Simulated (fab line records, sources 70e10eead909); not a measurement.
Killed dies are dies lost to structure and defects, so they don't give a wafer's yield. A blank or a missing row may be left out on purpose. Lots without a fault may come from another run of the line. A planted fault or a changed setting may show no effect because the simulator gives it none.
Chamber matching | flow nand_harc | NHARC_P_CONTACT_STRIP_28 on rie_diel-08: 4 sister chambers
The step strips in O2. 16 wafers are shown with their chamber, then 8 later ones without.

WAFERS WITH THEIR CHAMBER
wafer  | chamber | showerhead_plenum_p_Torr (Torr) | drypump_motor_current_A (A) | rf_vpp_V (V)
L716.3 | 0       | 3.30                            | 4.8                         | 56.0
L716.4 | 2       | 3.69                            | 5.5                         | 57.7
L716.5 | 2       | 3.69                            | 5.5                         | 58.4
L718.1 | 1       | 3.34                            | 5.8                         | 57.4
L718.3 | 3       | 3.34                            | 5.1                         | 57.0
L718.4 | 0       | 3.30                            | 4.9                         | 58.3
L720.2 | 2       | 3.68                            | 5.5                         | 58.4
L720.5 | 2       | 3.68                            | 5.6                         | 59.4
L720.6 | 1       | 3.34                            | 5.8                         | 58.2
L719.1 | 3       | 3.34                            | 5.2                         | 58.1
L719.2 | 1       | 3.34                            | 5.9                         | 57.5
L719.3 | 2       | 3.68                            | 5.6                         | 58.7
L724.1 | 3       | 3.34                            | 5.1                         | 57.2
L724.2 | 0       | 3.30                            | 4.9                         | 56.1
L724.6 | 2       | 3.68                            | 5.5                         | 59.0
L725.2 | 2       | 3.68                            | 5.5                         | 59.4

SIGNATURES (means of the wafers above)
reading                  | chamber 0 | chamber 1 | chamber 2 | chamber 3 | scatter within a chamber
showerhead_plenum_p_Torr | 3.3000    | 3.3400    | 3.6829    | 3.3400    | 0.00345
drypump_motor_current_A  | 4.867     | 5.833     | 5.529     | 5.133     | 0.0535
rf_vpp_V                 | 56.800    | 57.700    | 58.714    | 57.433    | 0.747
Rule: a wafer's distance from a chamber is the root of the sum, over the readings, of the square of ((its reading less the chamber's mean) divided by the reading's scatter). The wafer belongs to the nearest chamber; if the next one is less than 2 further off, it can't be placed. The scatter: the root of (the sum of the squares of (reading less its chamber's mean) over the shown wafers, divided by (wafers less chambers)).

WAFERS WITHOUT THEIR CHAMBER
wafer  | showerhead_plenum_p_Torr (Torr) | drypump_motor_current_A (A) | rf_vpp_V (V)
L725.4 | 3.68                            | 5.5                         | 59.9
L725.5 | 3.34                            | 5.8                         | 56.4
L727.2 | 3.68                            | 5.6                         | 59.2
L727.5 | 3.29                            | 4.9                         | 56.4
L727.6 | 3.34                            | 5.1                         | 57.5
L728.1 | 3.34                            | 5.8                         | 57.3
L728.2 | 3.34                            | 5.1                         | 57.8
L728.4 | 3.29                            | 4.9                         | 56.8

WHICH CHAMBER EACH WENT THROUGH
wafer  | from the rows above | in truth
L725.4 | 2                   | 2
L725.5 | 1                   | 1
L727.2 | 2                   | 2
L727.5 | 0                   | 0
L727.6 | 3                   | 3
L728.1 | 1                   | 1
L728.2 | 3                   | 3
L728.4 | 0                   | 0
Placed correctly: 8 of 8. Can't be placed from these rows: 0. Placed wrongly: 0.
